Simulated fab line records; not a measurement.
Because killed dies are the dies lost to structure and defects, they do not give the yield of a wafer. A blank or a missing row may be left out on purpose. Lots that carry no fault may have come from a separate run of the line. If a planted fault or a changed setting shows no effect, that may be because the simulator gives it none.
fab line records	flow nand-harc
[record] lots = 12	wafers = 36	last-day = 32
route steps=1302 shown P_M0@267 P_M1@294 END@1302
lots that met no fault: taken from a fault-free run of the same line
start-h: hours from the record's opening day to when the first of the lot's shown wafers began	wait-h: how many hours have passed since the lot's step before this one	" unchanged from the row above	L1.1+2: a single row standing in for several wafers	- no value present, or no start provided	* or withheld: withheld	< > ~ a bound
route shown NAME@n: a module of which the file shows steps, and the number in the route of the first	usual: mean/standard deviation taken from wafers without a fault	same: alike in all rows	chamber/n: place in a boat	sites: readings site by site	_std_site: the standard deviation of these	_edge_site: mean of outer sites minus mean of inner sites	radius-mm: how far each site lies from the wafer's centre	mask NAME#n: copy n	behind: the tool/chamber that last shaped the wafer	hold: what put the lot on hold/how long, in hours/how the hold closed	device: which transistor (n, p or np) failed to switch	end of line: the same wafers' tests at the end of the route	step lacking rows: just its recipe	killed: dies that structure and defects cost at the first sort, which is not the same as the wafer's yield	map: the dies of a wafer, with x for killed, . for not killed, _ for no die there
set.NAME: setting as actually run; set.NAME@STEP: the setting as run at that earlier step	model.NAME: the simulator's own value behind a step, which no gauge read
a sample of lots followed through the steps of the route, with each step as a table and each wafer as a row
services: when a tool's chamber went out of use (start-h, in hours from the record's first day, below 0 if earlier), for how many hours, and the reason
[[steps]]
[step NHARC_P_M0_ETCH_34]
[recipe] target-depth-a = 400	overetch-a = 120	time-s = 43.94	ion-energy-ev = 200	n2-flow-sccm = 150	h2-flow-sccm = 150	ar-flow-sccm = 0	rf-w = 400	bias-w = 150	chemistry = N2/H2
[usual] drypump-motor-current-A = 5.6/0.51	n2-flow-sccm = 150.0/0.5	oes-product-au = 1.000/0.014	rf-vpp-V = 430.2/2.9	showerhead-plenum-p-Torr = 2.03/0.1	throttle-valve-pct = 14.170/0.0094
lot.wafer	tool	chamber	start-h	wait-h	drypump-motor-current-A	n2-flow-sccm	oes-product-au	rf-hours-counter-h	rf-vpp-V	showerhead-plenum-p-Torr	throttle-valve-pct
L705.1	rie-diel-08	3	122.06	0.1	5.1	150.2	1.014	32	431.9	2.12	14.160
L705.2	"	1	"	"	5.5	150.0	0.994	34	432.7	2.09	14.177
L705.6	"	2	"	"	6.3	149.8	0.999	-	431.3	2.08	14.179
L706.1	rie-diel-04	0	136.44	0.1	6.0	148.9	1.029	20	433.3	2.16	14.179
L706.4	"	2	"	"	6.3	150.1	1.027	21	429.5	1.98	14.177
L706.5	"	0	"	"	6.0	149.6	1.019	-	433.9	2.16	14.167
L708.2	rie-diel-04	1	149.77	0.1	5.5	149.9	0.979	23	431.7	2.08	14.153
L708.4	"	3	"	"	5.0	149.8	0.976	-	428.2	1.92	14.151
L708.5	"	2	"	"	6.4	149.2	1.013	-	429.6	1.98	14.165
L715.4	rie-diel-04	0	225.73	0.1	6.0	149.8	0.996	7	436.0	2.16	14.170
L715.1	"	2	"	"	6.3	149.4	0.995	8	427.9	1.97	14.156
L715.5	"	3	"	"	5.0	149.8	1.008	-	427.2	1.92	14.180
L718.1	rie-diel-04	1	248.10	0.1	5.5	150.2	0.999	11	431.9	2.07	14.170
L718.2	"	2	"	"	6.4	149.5	1.000	11	427.9	1.97	14.170
L718.3	"	3	"	"	5.0	149.4	0.997	11	426.6	1.91	14.163
L721.4	rie-diel-04	0	283.30	0.1	6.0	149.8	1.018	19	431.8	2.15	14.174
L721.2	"	1	"	"	5.5	149.3	1.002	20	429.9	2.07	14.169
L721.5	"	3	"	"	5.0	149.5	0.999	-	424.5	1.91	14.178
L723.4	rie-diel-08	3	300.55	0.1	5.1	150.9	0.999	32	431.5	2.10	14.159
L723.2	"	0	"	"	6.1	149.9	1.027	33	426.4	1.90	14.183
L723.6	"	3	"	"	5.1	150.5	1.004	-	431.4	2.10	14.180
L724.2	rie-diel-10	3	311.59	0.1	5.8	149.2	0.986	19	430.7	2.07	14.158
L724.1	"	2	"	"	5.1	150.1	1.014	18	435.9	2.21	14.172
L724.5	"	3	"	"	5.8	149.5	0.997	-	432.9	2.07	14.154
L725.1	rie-diel-04	0	318.53	0.1	6.0	150.0	1.019	27	432.7	2.15	14.159
L725.3	"	1	"	"	5.5	150.1	1.003	27	432.1	2.07	14.178
L725.2	"	3	"	"	5.0	149.8	1.002	27	425.4	1.91	14.172
L726.1	rie-diel-04	1	331.11	0.1	5.5	149.6	0.998	28	431.7	2.07	14.170
L726.2	"	2	"	"	6.3	150.7	1.003	29	428.4	1.97	14.180
L726.6	"	0	"	"	6.0	151.3	1.018	-	433.0	2.15	14.176
L727.1	rie-diel-04	1	340.83	0.1	5.5	150.1	1.001	29	429.2	2.07	14.173
L727.4	"	2	"	"	6.4	150.3	0.992	29	428.9	1.97	14.169
L727.6	"	2	"	"	6.4	149.3	1.000	-	428.8	1.97	14.159
L728.1	rie-diel-08	1	348.09	0.1	5.5	150.2	1.019	52	430.7	2.06	14.166
L728.3	"	2	"	"	6.3	150.2	1.000	44	431.0	2.06	14.180
L728.5	"	1	"	"	5.5	150.4	1.008	-	431.1	2.06	14.170
[step NHARC_P_M0_INSPECT_27]
[usual] raw-defect-count = 298/120
lot.wafer	tool	chamber	start-h	wait-h	raw-defect-count
L705.1	defect-inspect-02	-	124.47	0.0	437
L705.2	"	-	"	"	288
L705.6	"	-	"	"	316
L706.1	defect-inspect-02	-	138.96	0.0	247
L706.4	"	-	"	"	170
L706.5	"	-	"	"	260
L708.2	defect-inspect-01	-	152.25	0.0	338
L708.4	"	-	"	"	329
L708.5	"	-	"	"	255
L715.1	defect-inspect-01	-	228.17	0.0	225
L715.4	"	-	"	"	208
L715.5	"	-	"	"	250
L718.1	defect-inspect-02	-	251.01	0.0	211
L718.2	"	-	"	"	234
L718.3	"	-	"	"	190
L721.2	defect-inspect-01	-	285.68	0.0	332
L721.4	"	-	"	"	446
L721.5	"	-	"	"	462
L723.2	defect-inspect-01	-	303.11	0.0	569
L723.4	"	-	"	"	318
L723.6	"	-	"	"	277
L724.1	defect-inspect-01	-	314.09	0.0	233
L724.2	"	-	"	"	245
L724.5	"	-	"	"	504
L725.1	defect-inspect-01	-	320.90	0.0	267
L725.2	"	-	"	"	284
L725.3	"	-	"	"	171
L726.1	defect-inspect-02	-	333.51	0.0	325
L726.2	"	-	"	"	172
L726.6	"	-	"	"	400
L727.1	defect-inspect-01	-	343.33	0.0	198
L727.4	"	-	"	"	307
L727.6	"	-	"	"	307
L728.1	defect-inspect-02	-	350.49	0.0	245
L728.3	"	-	"	"	355
L728.5	"	-	"	"	261
[step NHARC_P_M1_DEVELOP_08]
[recipe] develop-time-s = 35	dev-temp-c = 23
[usual] developer-temp-C = 23.03/0.1
lot.wafer	tool	chamber	start-h	wait-h	developer-temp-C
L705.1	litho-track-06	0	125	-	23.02
L705.2	"	0	"	"	23.06
L705.6	"	0	"	"	22.94
L706.1	litho-track-01	0	140	-	23.22
L706.4	"	0	"	"	23.21
L706.5	"	0	"	"	23.19
L708.2	litho-track-04	0	153	-	23.07
L708.4	"	0	"	"	23.00
L708.5	"	0	"	"	22.89
L715.1	litho-track-06	0	229	-	23.93
L715.4	"	0	"	"	23.99
L715.5	"	0	"	"	23.83
L718.1	litho-track-06	0	252	-	24.07
L718.2	"	0	"	"	23.97
L718.3	"	0	"	"	24.02
L721.2	litho-track-04	0	286	-	23.09
L721.4	"	0	"	"	23.24
L721.5	"	0	"	"	23.01
L723.2	litho-track-01	0	304	-	22.92
L723.4	"	0	"	"	23.02
L723.6	"	0	"	"	23.13
L724.1	litho-track-01	0	315	-	23.06
L724.2	"	0	"	"	23.19
L724.5	"	0	"	"	23.06
L725.1	litho-track-06	0	322	-	22.94
L725.2	"	0	"	"	23.02
L725.3	"	0	"	"	22.96
L726.1	litho-track-06	0	334	-	22.93
L726.2	"	0	"	"	22.87
L726.6	"	0	"	"	22.82
L727.1	litho-track-04	0	344	-	22.97
L727.4	"	0	"	"	23.13
L727.6	"	0	"	"	23.00
L728.1	litho-track-06	0	351	-	22.96
L728.3	"	0	"	"	22.95
L728.5	"	0	"	"	23.07
[step NHARC_P_M1_ETCH_15]
[recipe] target-depth-a = 1825	time-s = 91.2	c4f8-flow-sccm = withheld	ar-flow-sccm = 400	rf-w = 600	bias-w = 300	chemistry = C4F8/Ar
[usual] oes-product-au = 0.956/0.023	rf-vpp-V = 441.0/2.4
lot.wafer	tool	chamber	start-h	wait-h	oes-product-au	rf-hours-counter-h	rf-vpp-V
L705.1	rie-diel-06	1	-	-	0.922	53	437.1
L705.2	"	2	"	"	0.902	61	438.4
L705.6	"	0	"	"	0.950	-	440.5
L706.4	rie-diel-11	2	-	-	0.971	4	441.6
L706.1	"	3	"	"	0.974	4	444.3
L706.5	"	1	"	"	0.980	-	443.7
L708.2	rie-diel-11	0	-	-	0.941	4	440.2
L708.4	"	1	"	"	0.967	4	443.5
L708.5	"	3	"	"	0.983	-	444.0
L715.4	rie-diel-11	0	-	-	0.954	9	442.1
L715.1	"	1	"	"	0.980	9	444.3
L715.5	"	0	"	"	0.964	-	440.3
L718.3	rie-diel-07	1	-	-	0.965	10	438.9
L718.2	"	3	"	"	0.972	10	441.4
L718.1	"	0	"	"	0.964	10	438.9
L721.2	rie-diel-11	0	-	-	0.984	1	440.7
L721.4	"	3	"	"	0.993	1	444.4
L721.5	"	1	"	"	0.991	-	444.0
L723.2	rie-diel-07	3	-	-	0.979	0	440.2
L723.4	"	2	"	"	0.974	1	436.7
L723.6	"	3	"	"	0.973	-	440.4
L724.2	rie-diel-11	0	-	-	0.921	4	439.8
L724.1	"	1	"	"	0.947	3	442.8
L724.5	"	3	"	"	0.935	-	443.7
L725.1	rie-diel-07	1	-	-	0.947	1	439.9
L725.2	"	3	"	"	0.983	1	441.1
L725.3	"	0	"	"	0.978	1	438.5
L726.2	rie-diel-07	1	-	-	0.960	2	438.7
L726.1	"	0	"	"	0.969	2	437.4
L726.6	"	1	"	"	0.954	-	438.8
L727.1	rie-diel-07	3	-	-	0.988	3	441.6
L727.4	"	2	"	"	0.975	4	437.2
L727.6	"	3	"	"	0.980	-	441.5
L728.3	rie-diel-11	1	-	-	0.941	5	444.2
L728.1	"	3	"	"	0.944	5	444.3
L728.5	"	1	"	"	0.934	-	444.4
[step NHARC_END_SORT_01]
[recipe] temp-c = 25
[usual] defect-limited-yield = 91.0/2.8	killed-at-array = 56/19	killed-at-other = 0.6/1	killed-at-periphery = 3.9/2.7	killed-dies = 61/19	killed-open = 3.3/1.9	killed-short = 2.4/1.7
[same] gross-dies = 677
lot.wafer	tool	chamber	start-h	wait-h	defect-limited-yield[%]	killed-at-array	killed-at-other	killed-at-periphery	killed-dies	killed-open	killed-short
L705.1	prober-01	0	566.09	2.5	90.0	59	0	9	68	4	2
L705.2	prober-01	0	566.90	2.8	92.5	46	1	4	51	1	1
L705.6	prober-01	0	570.13	4.0	91.1	46	1	13	60	6	3
L706.1	prober-01	0	585.96	2.5	95.9	26	0	2	28	4	0
L706.4	prober-01	0	588.37	3.4	95.3	29	1	2	32	1	3
L706.5	prober-01	0	589.17	3.7	95.3	26	1	5	32	2	0
L708.2	prober-02	0	588.96	2.8	89.7	68	0	2	70	4	2
L708.4	prober-02	0	590.57	3.4	88.8	75	0	1	76	3	4
L708.5	prober-02	0	591.37	3.7	91.1	59	0	1	60	2	1
L715.1	prober-02	0	666.52	2.5	88.8	71	2	3	76	2	4
L715.4	prober-02	0	668.91	3.4	86.7	87	1	2	90	6	5
L715.5	prober-02	0	669.71	3.7	89.8	65	2	2	69	2	0
L718.1	prober-02	0	683.20	2.5	91.0	55	0	6	61	3	1
L718.2	prober-02	0	684.02	2.8	89.5	71	0	0	71	4	3
L718.3	prober-02	0	684.83	3.1	90.5	58	0	6	64	4	3
L721.2	prober-02	0	716.21	2.8	86.9	85	0	4	89	1	3
L721.4	prober-02	0	717.82	3.4	85.7	89	1	7	97	2	3
L721.5	prober-02	0	718.62	3.7	87.9	78	0	4	82	3	4
L724.1	prober-02	0	742.96	2.5	90.8	61	0	1	62	7	2
L724.2	prober-02	0	743.76	2.8	87.9	78	0	4	82	4	1
L724.5	prober-02	0	746.15	3.7	89.2	68	0	5	73	1	5
L723.2	prober-01	0	743.73	2.8	89.5	62	1	8	71	5	3
L723.4	prober-01	0	745.31	3.4	92.0	49	1	4	54	2	3
L723.6	prober-01	0	746.90	4.0	92.5	46	0	5	51	5	0
L726.1	prober-01	0	762.73	2.5	89.4	67	1	4	72	5	2
L726.2	prober-01	0	763.53	2.8	92.3	48	1	3	52	1	1
L726.6	prober-01	0	766.71	4.0	91.4	52	1	5	58	2	4
L725.1	prober-02	0	765.02	2.5	88.3	78	0	1	79	4	1
L725.2	prober-02	0	765.81	2.8	88.3	76	0	3	79	6	2
L725.3	prober-02	0	766.61	3.1	87.6	80	0	4	84	2	4
L727.1	prober-01	0	771.49	2.5	90.3	53	0	13	66	2	6
L727.4	prober-01	0	773.89	3.4	93.5	37	2	5	44	3	0
L727.6	prober-01	0	775.49	4.0	92.2	50	0	3	53	5	2
L728.1	prober-02	0	772.83	2.5	88.9	69	0	6	75	2	7
L728.3	prober-02	0	774.44	3.1	88.9	75	0	0	75	2	6
L728.5	prober-02	0	776.06	3.7	87.0	79	0	9	88	3	1
// killed by level:class
L705.1 A_CHANNEL_HOLE_D1:chamber-film-flake=31 A_CHANNEL_HOLE_D2:chamber-film-flake=9 A_CONTACT:chamber-film-flake=5 A_STAIRCASE:chamber-film-flake=4 P_ZERO_WELL:chamber-film-flake=3 A_WL_FILL:chamber-film-flake=3 P_CONTACT:geometric-particle:open=2 A_CHANNEL_FILL_D2:geometric-particle:short=2
L705.2 A_CHANNEL_HOLE_D1:chamber-film-flake=27 A_CONTACT:chamber-film-flake=6 A_CHANNEL_HOLE_D2:chamber-film-flake=4 P_M1:chamber-film-flake=3 A_ZERO_WELL:chamber-film-flake=2 A_STAIRCASE:chamber-film-flake=2 A_DECK1_JOINT:chamber-film-flake=2 A_WL_FILL:geometric-particle:short=1
L705.6 A_CHANNEL_HOLE_D1:chamber-film-flake=30 P_ZERO_WELL:chamber-film-flake=5 A_STAIRCASE:chamber-film-flake=5 P_M1:chamber-film-flake=3 A_CHANNEL_HOLE_D2:chamber-film-flake=3 P_M0:geometric-particle:open=2 A_WL_FILL:geometric-particle:open=2 P_CONTACT:geometric-particle:short=1
L706.1 A_STAIRCASE:chamber-film-flake=8 A_CONTACT:chamber-film-flake=5 A_WL_FILL:chamber-film-flake=3 A_CONTACT:unspecified=3 A_CHANNEL_HOLE_D1:chamber-film-flake=2 P_CONTACT:geometric-particle:open=1 A_DECK1_JOINT:geometric-particle:open=1 A_CHANNEL_FILL_D2:geometric-particle:open=1
L706.4 A_CHANNEL_HOLE_D2:chamber-film-flake=9 A_STAIRCASE:chamber-film-flake=9 A_CONTACT:chamber-film-flake=4 A_CONTACT:geometric-particle:short=2 P_BONDPAD:chamber-film-flake=2 A_WL_FILL:geometric-particle:short=1 A_BLC:geometric-particle:open=1 A_CHANNEL_HOLE_D1:chamber-film-flake=1
L708.2 A_SLIT:chamber-film-flake=28 A_CHANNEL_HOLE_D1:chamber-film-flake=27 A_CHANNEL_HOLE_D2:chamber-film-flake=5 A_CONTACT:chamber-film-flake=2 A_SOURCE_PLATE:geometric-particle:open=1 A_CHANNEL_FILL_D1:geometric-particle:short=1 A_CHANNEL_FILL_D1:geometric-particle:open=1 A_CHANNEL_FILL_D2:geometric-particle:open=1
L706.5 A_CHANNEL_HOLE_D2:chamber-film-flake=7 A_CONTACT:chamber-film-flake=7 A_CONTACT:unspecified=5 P_BONDPAD:chamber-film-flake=3 A_STAIRCASE:chamber-film-flake=3 P_GATE:chamber-film-flake=2 A_CHANNEL_FILL_D2:geometric-particle:open=1 A_STAIRCASE:geometric-particle:open=1
L708.4 A_CHANNEL_HOLE_D1:chamber-film-flake=28 A_SLIT:chamber-film-flake=25 A_CHANNEL_HOLE_D2:chamber-film-flake=10 A_STAIRCASE:chamber-film-flake=3 A_WL_FILL:geometric-particle:short=2 A_CONTACT:chamber-film-flake=2 P_GATE:geometric-particle:open=1 A_DECK1_JOINT:geometric-particle:open=1
L708.5 A_CHANNEL_HOLE_D1:chamber-film-flake=27 A_SLIT:chamber-film-flake=18 A_STAIRCASE:chamber-film-flake=4 A_CONTACT:chamber-film-flake=4 A_DECK1_JOINT:geometric-particle:short=1 A_CHANNEL_FILL_D2:geometric-particle:open=1 A_WL_FILL:geometric-particle:open=1 P_ZERO_WELL:chamber-film-flake=1
L715.1 A_CHANNEL_HOLE_D1:chamber-film-flake=28 A_SLIT:chamber-film-flake=19 A_CHANNEL_HOLE_D2:chamber-film-flake=7 A_CONTACT:chamber-film-flake=5 A_CHANNEL_FILL_D2:geometric-particle:open=2 P_GATE:chamber-film-flake=2 A_DECK1_JOINT:chamber-film-flake=2 A_M1:chamber-film-flake=2
L715.4 A_CHANNEL_HOLE_D1:chamber-film-flake=43 A_SLIT:chamber-film-flake=19 A_CHANNEL_HOLE_D2:chamber-film-flake=8 A_M1:chamber-film-flake=3 A_CHANNEL_FILL_D2:geometric-particle:open=2 A_M1:geometric-particle:open=2 A_CONTACT:chamber-film-flake=2 P_CONTACT:geometric-particle:short=1
L715.5 A_CHANNEL_HOLE_D1:chamber-film-flake=26 A_SLIT:chamber-film-flake=25 A_CHANNEL_HOLE_D2:chamber-film-flake=5 P_CONTACT:geometric-particle:open=2 A_DECK1_JOINT:chamber-film-flake=2 A_CONTACT:chamber-film-flake=2 A_M1:chamber-film-flake=2 THIN_TSV:chamber-film-flake=2
L718.1 A_CHANNEL_HOLE_D1:chamber-film-flake=23 A_CHANNEL_HOLE_D2:chamber-film-flake=14 A_M0:chamber-film-flake=5 P_GATE:chamber-film-flake=4 A_SLIT:chamber-film-flake=4 A_CONTACT:chamber-film-flake=4 A_STAIRCASE:chamber-film-flake=3 P_CONTACT:geometric-particle:short=1
L718.2 A_CHANNEL_HOLE_D1:chamber-film-flake=29 A_CHANNEL_HOLE_D2:chamber-film-flake=19 A_CONTACT:chamber-film-flake=6 A_M0:chamber-film-flake=3 A_STAIRCASE:chamber-film-flake=3 A_WL_FILL:chamber-film-flake=2 A_SOURCE_PLATE:geometric-particle:short=1 A_CHANNEL_FILL_D1:geometric-particle:open=1
L718.3 A_CHANNEL_HOLE_D1:chamber-film-flake=25 A_CHANNEL_HOLE_D2:chamber-film-flake=11 A_CONTACT:chamber-film-flake=5 P_GATE:chamber-film-flake=4 A_WL_FILL:chamber-film-flake=4 A_M0:chamber-film-flake=4 A_ONON_D1:geometric-particle:short=2 A_STAIRCASE:chamber-film-flake=2
L721.2 A_SLIT:chamber-film-flake=31 A_CHANNEL_HOLE_D1:chamber-film-flake=29 A_CHANNEL_HOLE_D2:chamber-film-flake=15 A_WL_FILL:chamber-film-flake=3 P_M2:chamber-film-flake=2 A_STAIRCASE:chamber-film-flake=2 A_CHANNEL_HOLE_D1:geometric-particle:short=1 A_CHANNEL_FILL_D1:geometric-particle:short=1
L721.4 A_CHANNEL_HOLE_D1:chamber-film-flake=38 A_SLIT:chamber-film-flake=23 A_CHANNEL_HOLE_D2:chamber-film-flake=20 P_STI:chamber-film-flake=2 P_CONTACT:chamber-film-flake=2 A_CONTACT:chamber-film-flake=2 P_GATE:geometric-particle:short=1 P_CONTACT:geometric-particle:open=1
L721.5 A_CHANNEL_HOLE_D1:chamber-film-flake=28 A_SLIT:chamber-film-flake=25 A_CHANNEL_HOLE_D2:chamber-film-flake=11 A_STAIRCASE:chamber-film-flake=6 A_ONON_D1:geometric-particle:open=2 A_CHANNEL_FILL_D2:geometric-particle:short=2 P_M2:chamber-film-flake=2 A_ONON_D1:geometric-particle:short=1
L724.1 A_CHANNEL_HOLE_D1:chamber-film-flake=22 A_CHANNEL_HOLE_D2:chamber-film-flake=18 A_SLIT:chamber-film-flake=6 A_CONTACT:chamber-film-flake=4 A_ZERO_WELL:chamber-film-flake=2 P_GATE:geometric-particle:open=1 A_CHANNEL_HOLE_D1:geometric-particle:open=1 A_CHANNEL_FILL_D1:geometric-particle:open=1
L723.2 A_SLIT:chamber-film-flake=29 A_CHANNEL_HOLE_D1:chamber-film-flake=10 A_SGD_CUT:chamber-film-flake=10 P_M1:chamber-film-flake=3 A_CONTACT:chamber-film-flake=3 A_SGD_CUT:geometric-particle:short=2 P_ZERO_WELL:chamber-film-flake=2 A_WL_FILL:chamber-film-flake=2
L724.2 A_CHANNEL_HOLE_D1:chamber-film-flake=40 A_CHANNEL_HOLE_D2:chamber-film-flake=21 A_SLIT:chamber-film-flake=5 P_GATE:chamber-film-flake=3 A_STAIRCASE:chamber-film-flake=3 A_M0:geometric-particle:open=2 A_WL_FILL:chamber-film-flake=2 A_CONTACT:chamber-film-flake=2
L723.4 A_SLIT:chamber-film-flake=18 A_CHANNEL_HOLE_D1:chamber-film-flake=9 A_SGD_CUT:chamber-film-flake=9 A_CONTACT:chamber-film-flake=4 A_STAIRCASE:chamber-film-flake=3 A_DECK1_JOINT:geometric-particle:short=2 P_ZERO_WELL:chamber-film-flake=2 A_WL_FILL:chamber-film-flake=2
L724.5 A_CHANNEL_HOLE_D1:chamber-film-flake=30 A_CHANNEL_HOLE_D2:chamber-film-flake=26 A_CONTACT:chamber-film-flake=3 A_ONON_D2:geometric-particle:short=2 P_GATE:chamber-film-flake=2 A_SLIT:chamber-film-flake=2 P_CONTACT:geometric-particle:open=1 P_CONTACT:geometric-particle:short=1
L723.6 A_SLIT:chamber-film-flake=27 A_SGD_CUT:chamber-film-flake=6 A_CONTACT:chamber-film-flake=4 A_CHANNEL_HOLE_D1:chamber-film-flake=3 A_ONON_D1:geometric-particle:open=2 P_M1:chamber-film-flake=2 A_STAIRCASE:chamber-film-flake=2 P_M2:geometric-particle:open=1
L726.1 A_CHANNEL_HOLE_D2:chamber-film-flake=30 A_CHANNEL_HOLE_D1:chamber-film-flake=16 A_CONTACT:chamber-film-flake=5 A_STAIRCASE:chamber-film-flake=5 A_SLIT:chamber-film-flake=5 P_M0:geometric-particle:open=2 P_CONTACT:geometric-particle:short=1 A_ONON_D1:geometric-particle:short=1
L726.2 A_CHANNEL_HOLE_D2:chamber-film-flake=21 A_SLIT:chamber-film-flake=7 A_CHANNEL_HOLE_D1:chamber-film-flake=6 A_STAIRCASE:chamber-film-flake=5 A_CONTACT:chamber-film-flake=5 P_GATE:chamber-film-flake=2 A_CHANNEL_FILL_D1:geometric-particle:open=1 A_WL_FILL:geometric-particle:short=1
L725.1 A_SLIT:chamber-film-flake=33 A_CHANNEL_HOLE_D2:chamber-film-flake=17 A_CHANNEL_HOLE_D1:chamber-film-flake=9 A_STAIRCASE:chamber-film-flake=6 A_CONTACT:chamber-film-flake=5 A_CHANNEL_FILL_D1:geometric-particle:open=2 A_DECK1_JOINT:chamber-film-flake=2 A_CHANNEL_HOLE_D1:geometric-particle:short=1
L725.2 A_CHANNEL_HOLE_D2:chamber-film-flake=24 A_SLIT:chamber-film-flake=22 A_CHANNEL_HOLE_D1:chamber-film-flake=14 A_CONTACT:chamber-film-flake=5 P_BONDPAD:chamber-film-flake=3 A_SOURCE_PLATE:geometric-particle:open=2 A_DECK1_JOINT:chamber-film-flake=2 A_ONON_D1:geometric-particle:open=1
L725.3 A_CHANNEL_HOLE_D2:chamber-film-flake=26 A_SLIT:chamber-film-flake=23 A_CHANNEL_HOLE_D1:chamber-film-flake=16 A_STAIRCASE:chamber-film-flake=4 A_DECK1_JOINT:chamber-film-flake=3 A_CONTACT:chamber-film-flake=3 P_GATE:chamber-film-flake=2 P_M0:geometric-particle:short=1
L726.6 A_CHANNEL_HOLE_D2:chamber-film-flake=24 A_CHANNEL_HOLE_D1:chamber-film-flake=12 A_STAIRCASE:chamber-film-flake=4 A_CONTACT:chamber-film-flake=4 A_SLIT:chamber-film-flake=3 P_STI:chamber-film-flake=2 P_CONTACT:geometric-particle:short=1 P_CONTACT:geometric-particle:open=1
L727.1 A_SLIT:chamber-film-flake=30 P_STI:chamber-film-flake=11 A_CHANNEL_HOLE_D2:chamber-film-flake=5 A_CONTACT:chamber-film-flake=4 A_WL_FILL:geometric-particle:short=3 A_CHANNEL_HOLE_D1:chamber-film-flake=3 A_STAIRCASE:chamber-film-flake=2 P_M0:geometric-particle:short=1
L728.1 A_CHANNEL_HOLE_D2:chamber-film-flake=22 A_CONTACT:chamber-film-flake=17 A_SLIT:chamber-film-flake=8 A_CHANNEL_HOLE_D1:chamber-film-flake=6 A_ZERO_WELL:chamber-film-flake=4 A_WL_FILL:geometric-particle:short=2 P_ZERO_WELL:chamber-film-flake=2 P_STI:chamber-film-flake=2
L727.4 A_SLIT:chamber-film-flake=22 A_CONTACT:chamber-film-flake=5 P_STI:chamber-film-flake=4 A_STAIRCASE:chamber-film-flake=4 A_ZERO_WELL:chamber-film-flake=2 THIN_TSV:chamber-film-flake=2 P_CONTACT:geometric-particle:open=1 A_ONON_D2:geometric-particle:open=1
L728.3 A_CHANNEL_HOLE_D2:chamber-film-flake=24 A_CHANNEL_HOLE_D1:chamber-film-flake=23 A_CONTACT:chamber-film-flake=14 A_ONON_D1:geometric-particle:short=2 A_CHANNEL_FILL_D1:geometric-particle:short=2 A_ZERO_WELL:chamber-film-flake=2 A_SLIT:chamber-film-flake=2 A_DECK1_JOINT:geometric-particle:open=1
L727.6 A_SLIT:chamber-film-flake=33 A_CHANNEL_HOLE_D2:chamber-film-flake=4 A_CONTACT:chamber-film-flake=3 A_CHANNEL_FILL_D1:geometric-particle:open=2 P_STI:chamber-film-flake=2 A_CHANNEL_HOLE_D1:chamber-film-flake=2 P_M1:geometric-particle:open=1 A_CHANNEL_FILL_D2:geometric-particle:short=1
L728.5 A_CHANNEL_HOLE_D1:chamber-film-flake=24 A_CHANNEL_HOLE_D2:chamber-film-flake=22 A_CONTACT:chamber-film-flake=13 A_SLIT:chamber-film-flake=8 P_ZERO_WELL:chamber-film-flake=5 A_STAIRCASE:chamber-film-flake=4 A_ZERO_WELL:chamber-film-flake=4 A_CHANNEL_FILL_D1:geometric-particle:open=2
[[services]]
tool	chamber	start-h	hours	kind
rie-diel-10	3	101.03	5.2	repair
rie-diel-07	-	117.20	9.0	pm
rie-diel-11	3	117.32	7.0	repair
rie-diel-04	-	117.65	0.2	repair
rie-diel-06	-	130.37	9.0	pm
rie-diel-07	3	130.44	8.6	repair
rie-diel-08	1	142.52	4.5	repair
rie-diel-04	0	142.94	8.9	repair
rie-diel-08	3	149.49	13.8	repair
rie-diel-04	2	151.32	15.3	repair
litho-track-01	-	155.00	7.0	pm
rie-diel-04	3	160.47	7.7	repair
rie-diel-04	-	177.90	9.0	pm
litho-track-06	-	179.00	7.0	pm
rie-diel-08	-	190.84	9.0	pm
litho-track-04	-	203.00	7.0	pm
rie-diel-08	2	222.95	9.8	repair
rie-diel-11	-	255.50	9.0	pm
rie-diel-07	-	288.93	0.6	repair
rie-diel-07	-	294.20	9.0	pm
rie-diel-08	1	311.79	1.5	repair
rie-diel-08	2	323.20	11.1	repair
litho-track-01	-	330.00	7.0	pm
rie-diel-11	-	344.51	5.2	repair
[[key]]
[first-sign] step = NHARC_P_M1_DEVELOP_08	reading = developer-temp-C	direction = up	sigmas = 9.4	usual = *	struck = *
effect none on later readings
met-at NHARC_P_M1_DEVELOP_08
struck-lots L715,L718
[loop-trim] step = NHARC_P_M1_EXPOSE_06	setting = dose	lots = L718
not-acting-at NHARC_P_M0_ETCH_34,NHARC_P_M0_INSPECT_27,NHARC_P_M1_ETCH_15
onset-between 125 229
[fault] kind = process-parameter-drift	tool = litho-track-06	chamber = -	onset-h = 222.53	steps = NHARC_P_M1_DEVELOP_08	channel = dev-temp-c	offset = *	shape = step	end-h = 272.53	acts-in = *	stated = *
// loop-trim: a control loop set the setting to another value than it would have without faults
